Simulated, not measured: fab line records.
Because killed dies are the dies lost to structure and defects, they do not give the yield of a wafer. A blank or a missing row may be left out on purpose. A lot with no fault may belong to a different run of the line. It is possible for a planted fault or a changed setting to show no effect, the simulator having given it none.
Chamber matching || flow n5-finfet || N5_HKMG_FIN_CVD_62 on thermal-cvd-si-01 has 3 sister chambers
The step deposits a-Si from Si2H6, target thk 3 nm, time 20.8 s. 24 wafers are shown with their chamber, then 12 later ones without.

## EACH WAFER AND ITS CHAMBER
{"wafer": "L074.2", "chamber": 2, "heater-power-w (W)": 1484}
{"wafer": "L074.4", "chamber": 0, "heater-power-w (W)": 1496}
{"wafer": "L074.5", "chamber": 2, "heater-power-w (W)": 1459}
{"wafer": "L076.1", "chamber": 2, "heater-power-w (W)": 1445}
{"wafer": "L076.2", "chamber": 0, "heater-power-w (W)": 1496}
{"wafer": "L076.3", "chamber": 1, "heater-power-w (W)": 1334}
{"wafer": "L078.2", "chamber": 1, "heater-power-w (W)": 1309}
{"wafer": "L078.3", "chamber": 0, "heater-power-w (W)": 1549}
{"wafer": "L078.5", "chamber": 0, "heater-power-w (W)": 1519}
{"wafer": "L080.2", "chamber": 0, "heater-power-w (W)": 1552}
{"wafer": "L080.3", "chamber": 1, "heater-power-w (W)": 1318}
{"wafer": "L080.6", "chamber": 0, "heater-power-w (W)": 1507}
{"wafer": "L082.1", "chamber": 2, "heater-power-w (W)": 1518}
{"wafer": "L082.2", "chamber": 0, "heater-power-w (W)": 1509}
{"wafer": "L082.4", "chamber": 2, "heater-power-w (W)": 1469}
{"wafer": "L084.1", "chamber": 1, "heater-power-w (W)": 1348}
{"wafer": "L084.5", "chamber": 1, "heater-power-w (W)": 1306}
{"wafer": "L084.6", "chamber": 0, "heater-power-w (W)": 1495}
{"wafer": "L086.1", "chamber": 0, "heater-power-w (W)": 1530}
{"wafer": "L086.3", "chamber": 1, "heater-power-w (W)": 1312}
{"wafer": "L086.4", "chamber": 0, "heater-power-w (W)": 1506}
{"wafer": "L088.1", "chamber": 0, "heater-power-w (W)": 1500}
{"wafer": "L088.2", "chamber": 2, "heater-power-w (W)": 1484}
{"wafer": "L088.6", "chamber": 0, "heater-power-w (W)": 1503}

SIGNATURES, as means of the wafers listed above
{"reading": "heater-power-w", "chamber 0": 1513.50, "chamber 1": 1321.17, "chamber 2": 1476.50, "scatter within a chamber": 20.7}
Rule: a wafer lies at a distance from a chamber equal to the root of the sum of squares, over the readings, of (its reading less the chamber's mean, divided by the reading's scatter). The wafer belongs to the nearest chamber; if the next one is less than 2 further off, it can't be placed. The scatter: the root of (the sum of the squares of (reading less its chamber's mean) over the shown wafers, divided by (wafers less chambers)).

## WAFERS WITH NO CHAMBER GIVEN
{"wafer": "L090.3", "heater-power-w (W)": 1466}
{"wafer": "L090.4", "heater-power-w (W)": 1306}
{"wafer": "L090.6", "heater-power-w (W)": 1493}
{"wafer": "L092.1", "heater-power-w (W)": 1471}
{"wafer": "L092.2", "heater-power-w (W)": 1550}
{"wafer": "L092.6", "heater-power-w (W)": 1316}
{"wafer": "L094.1", "heater-power-w (W)": 1522}
{"wafer": "L094.5", "heater-power-w (W)": 1537}
{"wafer": "L094.6", "heater-power-w (W)": 1488}
{"wafer": "L096.1", "heater-power-w (W)": 1298}
{"wafer": "L096.2", "heater-power-w (W)": 1538}
{"wafer": "L096.5", "heater-power-w (W)": 1452}

## CHAMBER TAKEN BY EACH
{"wafer": "L090.3", "from the rows above": "can't be placed: 2 or 0", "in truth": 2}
{"wafer": "L090.4", "from the rows above": 1, "in truth": 1}
{"wafer": "L090.6", "from the rows above": "can't be placed: 2 or 0", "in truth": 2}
{"wafer": "L092.1", "from the rows above": "can't be placed: 2 or 0", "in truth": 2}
{"wafer": "L092.2", "from the rows above": "can't be placed: 0 or 2", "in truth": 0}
{"wafer": "L092.6", "from the rows above": 1, "in truth": 1}
{"wafer": "L094.1", "from the rows above": "can't be placed: 0 or 2", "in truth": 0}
{"wafer": "L094.5", "from the rows above": "can't be placed: 0 or 2", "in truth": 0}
{"wafer": "L094.6", "from the rows above": "can't be placed: 2 or 0", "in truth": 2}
{"wafer": "L096.1", "from the rows above": 1, "in truth": 1}
{"wafer": "L096.2", "from the rows above": "can't be placed: 0 or 2", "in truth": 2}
{"wafer": "L096.5", "from the rows above": "can't be placed: 2 or 0", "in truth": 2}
Placed correctly: 3 of 12. These rows do not allow placing 9 (true chamber among the candidates in 9). Number placed wrongly: 0.
